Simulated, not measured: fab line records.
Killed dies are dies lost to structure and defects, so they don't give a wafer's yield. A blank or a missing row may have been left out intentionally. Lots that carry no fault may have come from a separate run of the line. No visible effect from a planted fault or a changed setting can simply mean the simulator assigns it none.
Matching of chambers / flow nandHarc / NHARC_A_SGD_CUT_DEP_00 on pecvd-04: 3 sister chambers
The step deposits SiNx, target thk 50 nm. 6 wafers are shown with their chamber, then 7 later ones without.

WAFERS WITH THEIR CHAMBER
wafer=L959.5; chamber=1; heaterPowerOuterW (W)=488; heaterPowerW (W)=827
wafer=L962.1; chamber=1; heaterPowerOuterW (W)=472; heaterPowerW (W)=773
wafer=L962.3; chamber=2; heaterPowerOuterW (W)=384; heaterPowerW (W)=707
wafer=L962.6; chamber=0; heaterPowerOuterW (W)=510; heaterPowerW (W)=777
wafer=L966.2; chamber=2; heaterPowerOuterW (W)=410; heaterPowerW (W)=743
wafer=L966.3; chamber=0; heaterPowerOuterW (W)=509; heaterPowerW (W)=795

WAFERS MISSING THEIR CHAMBER
wafer=L966.4; heaterPowerOuterW (W)=509; heaterPowerW (W)=784
wafer=L968.2; heaterPowerOuterW (W)=429; heaterPowerW (W)=754
wafer=L968.3; heaterPowerOuterW (W)=514; heaterPowerW (W)=793
wafer=L968.6; heaterPowerOuterW (W)=513; heaterPowerW (W)=778
wafer=L973.1; heaterPowerOuterW (W)=403; heaterPowerW (W)=665
wafer=L973.2; heaterPowerOuterW (W)=510; heaterPowerW (W)=825
wafer=L973.6; heaterPowerOuterW (W)=472; heaterPowerW (W)=809

THE CHAMBER EACH PASSED THROUGH
wafer=L966.4; from the rows above=0; in truth=0
wafer=L968.2; from the rows above=can't be placed: 2 or 1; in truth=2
wafer=L968.3; from the rows above=0; in truth=0
wafer=L968.6; from the rows above=0; in truth=0
wafer=L973.1; from the rows above=2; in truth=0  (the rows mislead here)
wafer=L973.2; from the rows above=can't be placed: 0 or 1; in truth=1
wafer=L973.6; from the rows above=1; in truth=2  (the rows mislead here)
Placed correctly: 3 of 7. Cannot be placed on the basis of these rows: 2; the candidates contain the true chamber in 2. Placed wrongly: 2.
How it was worked out, from the rows above alone: a wafer's distance from a chamber is the root of the sum, over the readings, of the square of ((its reading less the chamber's mean) divided by the reading's scatter). The wafer belongs to the nearest chamber; if the next one is less than 2 further off, it can't be placed. Each chamber's mean is taken over the wafers shown for it. The scatter is the square root of a quotient: the sum, over the shown wafers, of each reading's squared deviation from its chamber's mean, divided by wafers minus chambers.
